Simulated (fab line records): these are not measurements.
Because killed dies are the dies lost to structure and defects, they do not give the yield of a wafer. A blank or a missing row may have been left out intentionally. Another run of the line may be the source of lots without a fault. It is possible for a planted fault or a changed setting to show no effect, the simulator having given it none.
Chamber matching + flow n5 finfet + 4 sister chambers for N5_BEOL_M4_DESCUM_33 on rie diel-06
The step chemistry O2, time 7 s. 4 wafers are shown with their chamber, then 8 later ones without.

## EACH WAFER AND ITS CHAMBER
| wafer  | chamber | throttle valve pct (%) |
|--------|---------|------------------------|
| L085.4 | 3       | 20.37                  |
| L088.3 | 2       | 20.06                  |
| L089.5 | 0       | 20.34                  |
| L091.2 | 1       | 20.81                  |

## WAFERS WITHOUT THEIR CHAMBER
| wafer  | throttle valve pct (%) |
|--------|------------------------|
| L091.5 | 20.82                  |
| L091.6 | 20.08                  |
| L092.1 | 20.08                  |
| L092.2 | 20.39                  |
| L092.4 | 20.84                  |
| L094.2 | 20.37                  |
| L094.4 | 20.08                  |
| L094.5 | 20.09                  |

## WHICH CHAMBER EACH ONE RAN IN
| wafer  | from the rows above     | in truth |
|--------|-------------------------|----------|
| L091.5 | 1                       | 1        |
| L091.6 | 2                       | 2        |
| L092.1 | 2                       | 2        |
| L092.2 | can't be placed: 3 or 0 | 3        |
| L092.4 | 1                       | 1        |
| L094.2 | can't be placed: 3 or 0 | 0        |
| L094.4 | 2                       | 2        |
| L094.5 | 2                       | 2        |
Correct placement for 6 of the 8. These rows do not allow placing 2 (true chamber among the candidates in 2). Placed wrongly: 0.
How it was worked out, from the rows above alone: a wafer's distance from a chamber is the root of the sum, over the readings, of the square of ((its reading less the chamber's mean) divided by the reading's scatter). The wafer belongs to the nearest chamber; if the next one is less than 2 further off, it can't be placed. A chamber's mean is the mean of its shown wafers. The scatter (one wafer shown for each chamber): square how far every hidden wafer sits from the nearest shown wafer, average those squares and take the square root.
